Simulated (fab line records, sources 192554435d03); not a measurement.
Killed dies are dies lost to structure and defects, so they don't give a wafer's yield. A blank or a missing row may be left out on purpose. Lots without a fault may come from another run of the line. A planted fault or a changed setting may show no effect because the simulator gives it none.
One fault seen from 2 desks | flow n5_finfet | each desk has only its own numbers; what lay behind them comes last

THE TOOL OWNER'S DESK: ald_sin-03
The tool's own readings at N5_BEOL_M3_ALD_98 (deposits SiO2, target thk 2.5 nm, pulse time 1 s, co reactant pulse time 1 s): means of the sampled wafers that have a number, for each lot that ran on this tool. A lot is out of limits, marked OUT, if its mean lies more than 4 standard deviations from the usual mean; the brackets give that distance.
Columns: A = heater_power_outer_w at N5_BEOL_M3_ALD_98, usual 42 W; B = heater_power_w at N5_BEOL_M3_ALD_98, usual 79 W; C = precursor_pulse_height_rel at N5_BEOL_M3_ALD_98, usual 1.000
lot  | first seen here | A  | B  | C
L743 | day 7 08:55     | 42 | 80 | 0.992
L744 | day 7 19:17     | 41 | 80 | 1.002
L751 | day 9 06:05     | 43 | 80 | 0.984
L752 | day 9 17:37     | 42 | 80 | 1.007
L753 | day 10 00:49    | 41 | 78 | 1.029
This desk's finding: nothing out of limits on any of the 5 lots.

THE METROLOGY DESK
What the gauges read, lot by lot, whatever tool the lot ran on: means of the sampled wafers that have a number. A lot is out of limits, marked OUT, if its mean lies more than 4 standard deviations from the usual mean; the brackets give that distance. Of its 10 readings 7 are shown: those that lie furthest out on some lot.
Columns: A = DIBL_N at N5_BEOL_M4_RC_MEAS_101, usual 37.2 mV/V; B = DIBL_P at N5_BEOL_M4_RC_MEAS_101, usual 37.5 mV/V; C = IOFF_P at N5_BEOL_M4_RC_MEAS_101, usual 0.23 nA/um; D = ION_P at N5_BEOL_M4_RC_MEAS_101, usual 462 uA/um; E = SS_N at N5_BEOL_M4_RC_MEAS_101, usual 71.9 mV/dec; F = SS_P at N5_BEOL_M4_RC_MEAS_101, usual 73.7 mV/dec; G = VT_P at N5_BEOL_M4_RC_MEAS_101, usual -250 mV
lot  | first seen here | A    | B    | C    | D   | E    | F    | G
L743 | day 8 05:03     | 38.7 | 37.9 | 0.24 | 465 | 71.5 | 73.6 | -248
L744 | day 8 19:37     | 36.7 | 37.5 | 0.24 | 467 | 71.7 | 74.0 | -247
L751 | day 10 08:37    | 35.2 | 33.2 | 0.16 | 454 | 70.5 | 72.8 | -256
L752 | day 10 12:43    | 33.8 | 33.6 | 0.15 | 446 | 71.2 | 72.3 | -254
L753 | day 11 01:31    | 39.4 | 40.1 | 0.31 | 475 | 72.8 | 74.6 | -244
L757 | day 11 18:23    | 36.8 | 35.9 | 0.17 | 443 | 71.3 | 73.2 | -256
L758 | day 11 23:57    | 36.2 | 36.0 | 0.16 | 454 | 71.8 | 73.3 | -255
L759 | day 12 10:02    | 37.7 | 38.0 | 0.25 | 465 | 72.5 | 74.2 | -249
L765 | day 13 13:20    | 38.6 | 39.4 | 0.30 | 471 | 71.7 | 74.0 | -245
This desk's finding: nothing out of limits on any of the 9 lots.

PUT TOGETHER
The tool owner's desk saw nothing out of limits.
The metrology desk saw nothing out of limits.

WHAT THE SIMULATOR HAD PUT IN
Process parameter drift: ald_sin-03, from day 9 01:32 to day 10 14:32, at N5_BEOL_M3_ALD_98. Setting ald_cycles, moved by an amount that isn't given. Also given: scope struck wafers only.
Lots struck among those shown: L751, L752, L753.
